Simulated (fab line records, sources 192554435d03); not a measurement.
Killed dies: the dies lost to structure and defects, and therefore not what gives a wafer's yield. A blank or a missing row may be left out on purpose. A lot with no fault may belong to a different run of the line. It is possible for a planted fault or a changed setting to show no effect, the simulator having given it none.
Split-lot experiment -- flow n5-finfet -- 21 wafers read from 7 lots, route of 1938 steps

## THE SPLIT ITSELF
At N5_BEOL_M2_ILD_DEP_00 (deposits SiOC from DEMS/O2, target thk 79 nm, time 15.3 s), the setting time-s was moved away from the recipe's 15.3 s on 7 of the 21 wafers read, by -12.5% to +14.5%. This setting was run at the recipe's value on the other wafers.

There is no step in the file separating the split from the reading.

## THE READING
Values of M2_ILD_THK in nm from N5_BEOL_M2_THK_MEAS_01. Typical for fault-free wafers on this fab line: 78.9 nm, with standard deviation 1.5 nm.

wafer,"tool, chamber at the split","time-s as run, s",against the recipe,"M2_ILD_THK, nm",against lot-mates on the recipe
L075.2,"pecvd-03, 0",16.99,+11.0%,87.5,+6.9
L075.4,"pecvd-03, 0",16.99,+11.0%,89.1,+8.5
L075.6,"pecvd-03, 1",15.3,recipe,80.6,-
L076.2,"pecvd-01, 1",16.17,+5.7%,83.5,+4.3
L076.4,"pecvd-01, 0",16.17,+5.7%,83.8,+4.6
L076.6,"pecvd-01, 1",15.3,recipe,79.2,-
L079.1,"pecvd-04, 0",15.3,recipe,78.2,-
L079.4,"pecvd-04, 1",15.3,recipe,79.8,-
L079.6,"pecvd-04, 0",15.3,recipe,79.0,-
L083.2,"pecvd-01, 0",15.3,recipe,77.3,-
L083.4,"pecvd-01, 0",15.3,recipe,78.6,-
L083.5,"pecvd-01, 1",13.38,-12.5%,68.8,-9.1
L087.1,"pecvd-04, 0",14.32,-6.4%,74.4,-5.7
L087.5,"pecvd-04, 1",15.3,recipe,79.5,-
L087.6,"pecvd-04, 0",15.3,recipe,80.7,-
L092.1,"pecvd-03, 2",15.3,recipe,80.7,-
L092.5,"pecvd-03, 2",15.3,recipe,81.0,-
L092.6,"pecvd-03, 1",17.52,+14.5%,93.2,+12.4
L096.2,"pecvd-01, 1,0",15.3,recipe,76.1,-
L096.3,"pecvd-01, 1,0",15.3,recipe,76.3,-
L096.4,"pecvd-01, 1",15.3,recipe,77.0,-
The file does not say which wafer passed through which chamber wherever a row lists several chambers: such a row stands for several wafers.

FIT RESULTS
A straight line over all 21 wafers: M2_ILD_THK changes by +0.866 nm for each +1% of time-s; r = +0.96; the points scatter about the line by 1.5 nm.
The same after taking each lot's own level away (the mean of its wafers on the recipe; 21 wafers): +0.769 nm for each +1%; r = +0.99; scatter 0.66 nm.
On that fit, the largest move of time-s shifts the reading by 11 nm.
The span of the lots' own levels, 76.47 to 80.85 nm, comes to 2.9 times the standard deviation stated above.
So the lot-to-lot level changes the slope: the two fits differ.
Check: +10.6 nm against its lot-mates is what the line predicts for one of the wafers moved furthest among these (+14.5%) when that wafer is left out of the fit. It came out at +12.4 nm against them.

## ADDITIONAL SPLITS CARRIED BY THESE WAFERS
Before the reading, these wafers also passed through other splits. Each is held against what the fit with the lots' levels taken away leaves over:
other split on the same wafers,wafers away from the commonest value,r with M2_ILD_THK (lot level and that fit taken away)
N5_BEOL_M0_SAQP_SPACER2_ALD_26 target-thk-a,6,+0.07
N5_BEOL_M0_SAQP_COAT_87 temp-c,8,+0.02
N5_BEOL_M1_HM_DEP_02 target-thk-a,8,+0.12
N5_BEOL_M1_COAT_05 spin-rpm,5,+0.22

## THE WHOLE CHAIN: every reading that the file lists as answering this split, in the file's order
step,what it does,reading,change (the file's fit),r (the file's)
N5_BEOL_M2_ILD_DEP_00,"deposits SiOC from DEMS/O2, target thk 79 nm, time 15.3 s","SiOC_of_BEOL_M2_ILD_DEP_00.thk-nm (the simulator's own value, which no gauge read)",+0.784 nm for each +1% of the setting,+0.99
N5_BEOL_M2_THK_MEAS_01,,M2_ILD_THK,+0.784 for each +1% of the setting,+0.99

## THE FILE'S OWN FIT
M2_ILD_THK changes by +0.784 nm for each +1% of time-s, r = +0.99.
